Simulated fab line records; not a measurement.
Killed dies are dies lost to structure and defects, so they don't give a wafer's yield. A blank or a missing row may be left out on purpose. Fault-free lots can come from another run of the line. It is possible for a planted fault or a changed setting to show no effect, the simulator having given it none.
Which tool was responsible?	flow n5Finfet	12 lots with 36 wafers sampled at 3 steps, on a route of 1938 steps

WHAT THE GAUGES READ, wafer by wafer
N5_BEOL_M9_INSPECT_58: inspects for defects (darkfield).
lot	measured	on	rawDefectCount
L076	day 11 12:35	defectInspect-02	44 51 59
L077	day 11 17:26	defectInspect-01	66 58 91
L079	day 12 11:05	defectInspect-02	57 46 68
L080	day 12 20:08	defectInspect-01	50 52 37
L083	day 13 01:26	defectInspect-01	61 32 37
L085	day 13 23:51	defectInspect-02	53 49 60
L089	day 14 17:03	defectInspect-02	68 78 41
L087	day 14 20:43	defectInspect-02	44 51 54
L090	day 15 16:27	defectInspect-01	79 73 92
L095	day 16 10:47	defectInspect-01	44 81 40
L093	day 16 16:48	defectInspect-01	66 83 104
L097	day 17 19:00	defectInspect-01	58 48 89

WHAT TOOL EACH LOT RAN ON (gives the tool, then ch and the chambers of the sampled wafers, and finally the start)
lot	N5_BEOL_M9_ETCH_66	N5_BEOL_M9_PRE_CLEAN_45
L076	rieDiel-01 ch 0,1,2, day 11 09:32	pvdSputter-01, day 11 10:53
L077	rieDiel-02 ch 2,3, day 11 13:48	pvdSputter-02, day 11 15:08
L079	rieDiel-06 ch 2,3, day 12 08:26	pvdSputter-01, day 12 09:24
L080	rieDiel-06 ch 0,1,2, day 12 16:52	pvdSputter-02, day 12 17:54
L083	rieDiel-02 ch 1,3, day 12 22:10	pvdSputter-01, day 12 23:07
L085	rieDiel-02 ch 0,2, day 13 19:35	pvdSputter-03, day 13 21:35
L089	rieDiel-06 ch 2,3, day 14 13:26	pvdSputter-03, day 14 14:31
L087	rieDiel-02 ch 0,2,3, day 14 17:52	pvdSputter-01, day 14 19:00
L090	rieDiel-02 ch 0,1,2, day 15 12:04	pvdSputter-01, day 15 14:43
L095	rieDiel-01 ch 0,1,2, day 16 08:04	pvdSputter-03, day 16 09:05
L093	rieDiel-06 ch 0,1,2, day 16 12:07	pvdSputter-02, day 16 13:04
L097	rieDiel-02 ch 1,2,3, day 17 13:41	pvdSputter-02, day 17 14:44
- N5_BEOL_M9_ETCH_66: etches SOC in N2/H2, target depth 80 nm, overetch 16 nm, time 120 s.
- N5_BEOL_M9_PRE_CLEAN_45: time 30 s.

THE ANSWER, worked out from the rows above alone
Rule: the lots themselves supply what counts as usual. Put in order of their means at a reading, lots are off if they are a third of the lots or fewer, leave a main group of 4 or more, and stand apart from it by a gap of 3 or more times the standard deviation of the main group's means; of several such gaps the widest counts. Not used: any main group whose means are identical at the precision the tables above print for the reading. Also off: a lot with no number at a reading for which 4 or more lots have one. Any other lot the step has rows for is counted as sound.
No lot is off at any reading shown: from this, nothing can be told.

WHAT HAD BEEN PUT IN BY THE SIMULATOR
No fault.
